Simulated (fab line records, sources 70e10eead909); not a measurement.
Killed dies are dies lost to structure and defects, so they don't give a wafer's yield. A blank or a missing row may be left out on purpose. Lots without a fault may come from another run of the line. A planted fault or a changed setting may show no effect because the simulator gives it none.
Chamber matching | flow nand_harc | NHARC_P_M1_DEP_33 on pecvd-03: 3 sister chambers
The step deposits SiCN, target thk 30 nm. 6 wafers are shown with their chamber, then 7 later ones without.

WAFERS WITH THEIR CHAMBER
wafer  | chamber | heater_power_w (W)
L092.1 | 0       | 486
L094.2 | 2       | 546
L094.4 | 0       | 533
L094.5 | 1       | 577
L095.1 | 1       | 535
L095.4 | 2       | 569

WAFERS WITHOUT THEIR CHAMBER
wafer  | heater_power_w (W)
L095.5 | 567
L097.1 | 523
L097.2 | 526
L097.3 | 559
L096.2 | 502
L096.4 | 569
L096.5 | 471

WHICH CHAMBER EACH WENT THROUGH
wafer  | from the rows above          | in truth
L095.5 | can't be placed: 2 or 1 or 0 | 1
L097.1 | can't be placed: 0 or 1 or 2 | 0
L097.2 | can't be placed: 0 or 1 or 2 | 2
L097.3 | can't be placed: 2 or 1 or 0 | 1
L096.2 | can't be placed: 0 or 1 or 2 | 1
L096.4 | can't be placed: 2 or 1 or 0 | 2
L096.5 | can't be placed: 0 or 1 or 2 | 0
Placed correctly: 0 of 7. Can't be placed from these rows: 7 (the true chamber is among the candidates in 7). Placed wrongly: 0.
How it was worked out, from the rows above alone: a wafer's distance from a chamber is the root of the sum, over the readings, of the square of ((its reading less the chamber's mean) divided by the reading's scatter). The wafer belongs to the nearest chamber; if the next one is less than 2 further off, it can't be placed. A chamber's mean is the mean of its shown wafers. The scatter: the root of (the sum of the squares of (reading less its chamber's mean) over the shown wafers, divided by (wafers less chambers)).
